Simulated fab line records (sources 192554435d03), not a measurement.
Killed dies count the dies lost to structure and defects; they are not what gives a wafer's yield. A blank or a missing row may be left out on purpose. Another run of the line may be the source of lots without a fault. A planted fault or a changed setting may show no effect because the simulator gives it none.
fab line records | flow n5Finfet | part 2 of 2: steps 5 to 6 of 6
[record] lots = 20 | wafers = 60 | lastDay = 19
route steps=1938 shown BEOL_M0_SAQP@673 BEOL_M0@735 BEOL_M1@787
lots untouched by any fault: they come from a run of this same line in which no faults occurred
startH: start of the lot's first displayed wafer, in hours after the record's first day | waitH: time in hours since the lot's previous step | " the same as in the row above | L1.1+2: one row covering several wafers at once | - no value, or no start given | * or withheld: withheld | < > ~ a bound
route shown NAME@n: names a module that has steps shown in the file, with the first one's number in the route | usual: mean/standard deviation taken from wafers without a fault | same: alike in all rows | chamber/n: place in a boat | sites: readings site by site | _std_site: how widely they spread, as a standard deviation | _edge_site: mean of outer sites minus mean of inner sites | radiusMm: how far each site lies from the wafer's centre | mask NAME#n: copy n | behind: the last tool/chamber to shape the wafer | hold: the reason the lot was held/the length of the hold in hours/how it ended | device: whichever transistor did not switch (one of n, p or np) | end of line: the route-end tests of the same wafers | where a step has no rows: the recipe by itself | killed: not the wafer's yield, but the dies lost to structure and defects at the first sort | map: the dies of a wafer, with x for killed, . for not killed, _ for no die there
set.NAME: the run value of the setting; set.NAME@STEP: its run value at that earlier step | model.NAME: the simulator's own value behind a step, which no gauge read
the route's steps for a sample of lots (tables are steps, rows are wafers)
services: from which hour (startH, from the record's first day; less than 0 if before it) a tool's chamber was out of use, for how many hours, and why
[[steps]]
[step N5_BEOL_M1_OVL_MEAS_29]
[recipe] pointsPerWafer = 522
[usual] V0_OVL = -0.5/0.75
lot.wafer | tool       | chamber | startH | waitH | V0_OVL[nm]
L074.1    | overlay-01 | 0       | 122.41 | 0.0   | -0.3
L074.2    | "          | 0       | "      | "     | -0.5
L074.6    | "          | 0       | "      | "     | -1.7
L075.2    | overlay-01 | 0       | 137.15 | 0.0   | -1.5
L075.3    | "          | 0       | "      | "     | -0.3
L075.5    | "          | 0       | "      | "     | -0.5
L076.3    | overlay-02 | 0       | 138.16 | 0.0   | -1.8
L076.4    | "          | 0       | "      | "     | -0.3
L076.5    | "          | 0       | "      | "     | -2.2
L078.3    | overlay-01 | 0       | 148.84 | 0.0   | 0.2
L078.4    | "          | 0       | "      | "     | 0.9
L078.6    | "          | 0       | "      | "     | -0.5
L080.3    | overlay-01 | 0       | 165.14 | 0.0   | -0.6
L080.4    | "          | 0       | "      | "     | -1.4
L080.5    | "          | 0       | "      | "     | -0.8
L081.4    | overlay-01 | 0       | 173.98 | 0.0   | 0.7
L081.5    | "          | 0       | "      | "     | 0.4
L081.6    | "          | 0       | "      | "     | 0.4
L082.1    | overlay-01 | 0       | 180.27 | 0.0   | 0.3
L082.2    | "          | 0       | "      | "     | 0.0
L082.4    | "          | 0       | "      | "     | 0.0
L083.1    | overlay-01 | 0       | 183.47 | 0.0   | -0.2
L083.4    | "          | 0       | "      | "     | -1.1
L083.5    | "          | 0       | "      | "     | 0.3
L084.4    | overlay-02 | 0       | 189.11 | 0.0   | -0.1
L084.5    | "          | 0       | "      | "     | 0.1
L084.6    | "          | 0       | "      | "     | 0.0
L085.1    | overlay-01 | 0       | 195.78 | 0.0   | -0.2
L085.2    | "          | 0       | "      | "     | -0.9
L085.6    | "          | 0       | "      | "     | -1.5
L086.2    | overlay-02 | 0       | 198.86 | 0.0   | 0.0
L086.3    | "          | 0       | "      | "     | -1.1
L086.4    | "          | 0       | "      | "     | -0.6
L087.2    | overlay-02 | 0       | 202.74 | 0.0   | -0.4
L087.3    | "          | 0       | "      | "     | -1.5
L087.4    | "          | 0       | "      | "     | -0.3
L088.1    | overlay-02 | 0       | 210.57 | 0.0   | -1.5
L088.3    | "          | 0       | "      | "     | -0.7
L088.5    | "          | 0       | "      | "     | -0.3
L089.2    | overlay-01 | 0       | 213.52 | 0.0   | 0.1
L089.4    | "          | 0       | "      | "     | 1.8
L089.5    | "          | 0       | "      | "     | 0.4
L091.2    | overlay-01 | 0       | 220.31 | 0.0   | 0.6
L091.4    | "          | 0       | "      | "     | -0.5
L091.5    | "          | 0       | "      | "     | -0.7
L093.1    | overlay-02 | 0       | 240.84 | 0.0   | -0.8
L093.2    | "          | 0       | "      | "     | 0.2
L093.4    | "          | 0       | "      | "     | -0.4
L094.2    | overlay-01 | 0       | 249.16 | 0.0   | -2.9
L094.3    | "          | 0       | "      | "     | -0.8
L094.4    | "          | 0       | "      | "     | -2.2
L095.3    | overlay-01 | 0       | 256.29 | 0.0   | -0.2
L095.4    | "          | 0       | "      | "     | -0.7
L095.5    | "          | 0       | "      | "     | -1.2
L096.2    | overlay-01 | 0       | 256.54 | 0.0   | -0.6
L096.3    | "          | 0       | "      | "     | 0.1
L096.5    | "          | 0       | "      | "     | -0.1
L097.2    | overlay-01 | 0       | 256.68 | 0.0   | -0.1
L097.4    | "          | 0       | "      | "     | -0.1
L097.6    | "          | 0       | "      | "     | -0.2
[step N5_BEOL_M1_ETCH_77]
[recipe] chemistry = N2/H2 | target = underlayer | targetDepthA = 65 | maskMaterial = CAR-EUV | timeS = 5.2 | ionEnergyEv = 200 | pressureMtorr = 30 | sourceW = 840 | biasW = 150 | n2FlowSccm = 200 | h2FlowSccm = 200 | ends = cleared
[usual] chamberPressureMTorr = 30.00/0.042 | drypumpMotorCurrentA = 6.1/0.47 | etchRfOnTimeS = 5.21/0.16 | h2FlowSccm = 200.0/0.58 | oesProductAu = 0.64/0.057 | rfVppV = 523.4/2.5 | showerheadPlenumPTorr = 2.53/0.079 | throttleValvePct = 17.93/0.2
lot.wafer | tool       | chamber | startH | waitH | chamberPressureMTorr | drypumpMotorCurrentA | etchRfOnTimeS | h2FlowSccm | oesProductAu | rfHoursCounterH | rfVppV | showerheadPlenumPTorr | throttleValvePct
L074.1    | rieDiel-05 | 2       | 122.57 | 0.0   | 29.91                | 6.8                  | 5.29          | 200.4      | 0.61         | 208             | 524.7  | 2.53                  | 17.83
L074.2    | "          | 3       | "      | "     | 30.02                | 5.2                  | 5.13          | 200.1      | 0.64         | 173             | 523.0  | 2.53                  | 17.89
L074.6    | "          | 2       | "      | "     | 30.00                | 6.8                  | 5.31          | 200.4      | 0.60         | -               | 523.5  | 2.53                  | 17.83
L075.2    | rieDiel-06 | 0       | 137.28 | 0.0   | 29.99                | 6.4                  | 5.10          | 199.3      | 0.78         | 20              | 524.8  | 2.59                  | 17.63
L075.3    | "          | 3       | "      | "     | 29.99                | 5.6                  | 5.04          | 199.7      | 0.63         | 155             | 525.8  | 2.64                  | 17.96
L075.5    | "          | 2       | "      | "     | 29.97                | 6.7                  | 5.19          | 200.5      | 0.61         | -               | 519.6  | 2.42                  | 18.00
L076.3    | rieDiel-06 | 3       | 138.27 | 0.0   | 30.01                | 5.6                  | 5.09          | 199.4      | 0.62         | 155             | 527.2  | 2.64                  | 17.95
L076.4    | "          | 0       | "      | "     | 29.94                | 6.4                  | 5.16          | 199.1      | 0.78         | 20              | 523.2  | 2.59                  | 17.64
L076.5    | "          | 1       | "      | "     | 29.94                | 5.8                  | 5.42          | 200.7      | 0.65         | -               | 521.3  | 2.46                  | 17.66
L078.3    | rieDiel-02 | 3       | 148.96 | 0.0   | 29.98                | 6.5                  | 5.20          | 200.7      | 0.69         | 101             | 523.7  | 2.46                  | 18.11
L078.4    | "          | 2       | "      | "     | 29.98                | 5.9                  | 4.98          | 200.4      | 0.61         | 204             | 521.6  | 2.52                  | 17.95
L078.6    | "          | 0       | "      | "     | 30.02                | 6.5                  | 5.21          | 200.9      | 0.63         | -               | 523.9  | 2.55                  | 18.16
L080.3    | rieDiel-02 | 3       | 165.26 | 0.0   | 30.03                | 6.6                  | 5.20          | 199.6      | 0.67         | 106             | 520.8  | 2.46                  | 18.14
L080.4    | "          | 0       | "      | "     | 29.98                | 6.5                  | 5.27          | 199.8      | 0.62         | 147             | 523.7  | 2.55                  | 18.15
L080.5    | "          | 3       | "      | "     | 30.06                | 6.5                  | 5.20          | 199.7      | 0.67         | -               | 523.6  | 2.46                  | 18.12
L081.4    | rieDiel-06 | 1       | 174.09 | 0.0   | 29.95                | 5.8                  | 5.38          | 199.7      | 0.64         | 144             | 520.9  | 2.46                  | 17.67
L081.5    | "          | 0       | "      | "     | 29.92                | 6.4                  | 5.13          | 200.3      | 0.77         | -               | 526.9  | 2.59                  | 17.63
L081.6    | "          | 1       | "      | "     | 29.98                | 5.8                  | 5.36          | 199.8      | 0.63         | -               | 520.2  | 2.46                  | 17.67
L082.1    | rieDiel-02 | 2       | 180.40 | 0.0   | 29.92                | 5.8                  | 5.01          | 200.3      | 0.61         | 213             | 523.4  | 2.52                  | 17.94
L082.2    | "          | 1       | "      | "     | 30.02                | 5.7                  | 5.45          | 199.9      | 0.59         | 172             | 527.2  | 2.64                  | 17.93
L082.4    | "          | 0       | "      | "     | 30.01                | 6.6                  | 5.21          | 200.7      | 0.63         | 151             | 523.3  | 2.55                  | 18.14
L083.1    | rieDiel-05 | 1       | 183.60 | 0.0   | 29.98                | 5.7                  | 5.45          | 199.7      | 0.59         | 203             | 521.4  | 2.43                  | 18.22
L083.4    | "          | 1       | "      | "     | 29.98                | 5.7                  | 5.48          | 200.2      | 0.59         | -               | 520.7  | 2.43                  | 18.20
L083.5    | "          | 2       | "      | "     | 30.01                | 6.8                  | 5.26          | 200.0      | 0.60         | -               | 525.7  | 2.53                  | 17.85
L084.4    | rieDiel-06 | 1       | 189.22 | 0.0   | 30.06                | 5.7                  | 5.41          | 199.3      | 0.63         | 147             | 520.5  | 2.46                  | 17.70
L084.5    | "          | 3       | "      | "     | 30.01                | 5.6                  | 5.04          | 199.5      | 0.63         | -               | 526.4  | 2.64                  | 17.98
L084.6    | "          | 0       | "      | "     | 30.06                | 6.4                  | 5.16          | 200.5      | 0.76         | -               | 524.0  | 2.58                  | 17.66
L085.1    | rieDiel-06 | 3       | 195.91 | 0.0   | 29.98                | 5.6                  | 4.95          | 199.4      | 0.63         | 172             | 526.8  | 2.63                  | 18.00
L085.2    | "          | 0       | "      | "     | 29.96                | 6.4                  | 5.10          | 199.8      | 0.77         | 37              | 525.0  | 2.58                  | 17.64
L085.6    | "          | 3       | "      | "     | 30.08                | 5.6                  | 4.98          | 200.1      | 0.63         | -               | 527.0  | 2.63                  | 18.01
L086.2    | rieDiel-02 | 2       | 198.98 | 0.0   | 30.01                | 5.8                  | 5.01          | 200.5      | 0.61         | 219             | 524.9  | 2.52                  | 17.96
L086.3    | "          | 0       | "      | "     | 30.05                | 6.6                  | 5.17          | 200.2      | 0.62         | 155             | 522.0  | 2.55                  | 18.15
L086.4    | "          | 1       | "      | "     | 30.01                | 5.7                  | 5.53          | 200.4      | 0.58         | 178             | 525.3  | 2.64                  | 17.92
L087.2    | rieDiel-06 | 3       | 202.86 | 0.0   | 30.04                | 5.6                  | 5.03          | 199.8      | 0.63         | 174             | 529.3  | 2.63                  | 17.99
L087.3    | "          | 1       | "      | "     | 30.05                | 5.8                  | 5.35          | 198.9      | 0.64         | 152             | 521.2  | 2.46                  | 17.70
L087.4    | "          | 0       | "      | "     | 30.01                | 6.5                  | 5.13          | 198.9      | 0.75         | -               | 526.4  | 2.58                  | 17.64
L088.1    | rieDiel-02 | 3       | 210.70 | 0.0   | 30.00                | 6.5                  | 5.27          | 200.8      | 0.66         | 119             | 519.5  | 2.45                  | 18.12
L088.3    | "          | 1       | "      | "     | 30.03                | 5.7                  | 5.54          | 200.2      | 0.59         | 182             | 527.7  | 2.63                  | 17.92
L088.5    | "          | 3       | "      | "     | 30.05                | 6.5                  | 5.24          | 199.6      | 0.67         | -               | 521.3  | 2.45                  | 18.15
L089.2    | rieDiel-05 | 3       | 213.80 | 0.0   | 29.99                | 5.2                  | 5.15          | 199.8      | 0.62         | 203             | 522.7  | 2.51                  | 17.90
L089.4    | "          | 2       | "      | "     | 30.03                | 6.7                  | 5.25          | 200.4      | 0.59         | 240             | 522.0  | 2.52                  | 17.87
L089.5    | "          | 1       | "      | "     | 30.02                | 5.7                  | 5.48          | 200.3      | 0.59         | -               | 518.2  | 2.42                  | 18.25
L091.2    | rieDiel-06 | 2       | 220.43 | 0.0   | 29.98                | 6.7                  | 5.21          | 199.7      | 0.60         | 228             | 521.8  | 2.41                  | 18.05
L091.4    | "          | 0       | "      | "     | 29.99                | 6.4                  | 5.17          | 200.9      | 0.74         | -               | 526.5  | 2.58                  | 17.65
L091.5    | "          | 1       | "      | "     | 29.96                | 5.8                  | 5.36          | 200.0      | 0.63         | -               | 522.0  | 2.45                  | 17.70
L093.1    | rieDiel-05 | 2       | 240.97 | 0.0   | 30.06                | 6.7                  | 5.32          | 200.3      | 0.59         | 248             | 522.9  | 2.52                  | 17.86
L093.2    | "          | 3       | "      | "     | 29.97                | 5.2                  | 5.16          | 199.0      | 0.61         | 212             | 524.1  | 2.51                  | 17.94
L093.4    | "          | 1       | "      | "     | 29.95                | 5.7                  | 5.60          | 200.0      | 0.57         | 222             | 520.6  | 2.42                  | 18.25
L094.2    | rieDiel-06 | 2       | 249.28 | 0.0   | 29.96                | 6.7                  | 5.03          | 200.5      | 0.61         | 238             | 522.6  | 2.40                  | 18.06
L094.3    | "          | 3       | "      | "     | 30.03                | 5.6                  | 4.99          | 199.6      | 0.62         | 187             | 527.8  | 2.63                  | 18.02
L094.4    | "          | 3       | "      | "     | 30.04                | 5.6                  | 4.99          | 200.0      | 0.61         | -               | 523.7  | 2.63                  | 18.02
L095.3    | rieDiel-06 | 0       | 256.40 | 0.0   | 29.99                | 6.4                  | 5.15          | 200.1      | 0.74         | 55              | 524.9  | 2.57                  | 17.69
L095.4    | "          | 2       | "      | "     | 30.01                | 6.7                  | 5.10          | 200.0      | 0.59         | 239             | 522.8  | 2.40                  | 18.08
L095.5    | "          | 3       | "      | "     | 29.96                | 5.6                  | 4.97          | 200.7      | 0.61         | -               | 523.8  | 2.63                  | 18.02
L096.2    | rieDiel-02 | 0       | 256.66 | 0.0   | 30.01                | 6.6                  | 5.13          | 201.0      | 0.62         | 171             | 524.3  | 2.54                  | 18.19
L096.3    | "          | 1       | "      | "     | 30.02                | 5.7                  | 5.53          | 199.6      | 0.58         | 196             | 527.0  | 2.63                  | 17.95
L096.5    | "          | 1       | "      | "     | 29.98                | 5.7                  | 5.52          | 200.4      | 0.58         | -               | 527.7  | 2.63                  | 17.96
L097.2    | rieDiel-02 | 2       | 256.80 | 0.0   | 29.98                | 5.9                  | 5.04          | 200.0      | 0.58         | 239             | 521.7  | 2.51                  | 17.99
L097.4    | "          | 3       | "      | "     | 29.96                | 6.5                  | 5.26          | 200.2      | 0.64         | 134             | 523.5  | 2.45                  | 18.17
L097.6    | "          | 1       | "      | "     | 30.01                | 5.7                  | 5.49          | 201.1      | 0.57         | -               | 527.2  | 2.63                  | 17.94
[[services]]
tool          | chamber | startH | hours | kind
rieDiel-02    | 1       | 93.14  | 16.4  | repair
pvdSputter-03 | -       | 95.98  | 4.5   | repair
pvdSputter-03 | -       | 120.94 | 3.7   | repair
pvdSputter-01 | -       | 121.58 | 6.0   | repair
rieDiel-05    | 0       | 122.27 | -     | clean
rieDiel-05    | 0       | 122.27 | -     | consumableReplace:focusRing
rieDiel-05    | 0       | 122.27 | 24.0  | scheduledDown
rieDiel-05    | 0       | 122.27 | 24.0  | ventCycle
pvdSputter-01 | -       | 130.92 | 7.7   | repair
rieDiel-05    | 1       | 198.10 | 1.3   | repair
rieDiel-06    | 3       | 216.58 | 5.0   | repair
rieDiel-06    | 1       | 240.99 | 8.6   | repair
rieDiel-05    | 2       | 250.56 | -     | clean
rieDiel-05    | 2       | 250.56 | -     | consumableReplace:focusRing
rieDiel-05    | 2       | 250.56 | 17.4  | scheduledDown
rieDiel-05    | 2       | 250.56 | 17.4  | ventCycle
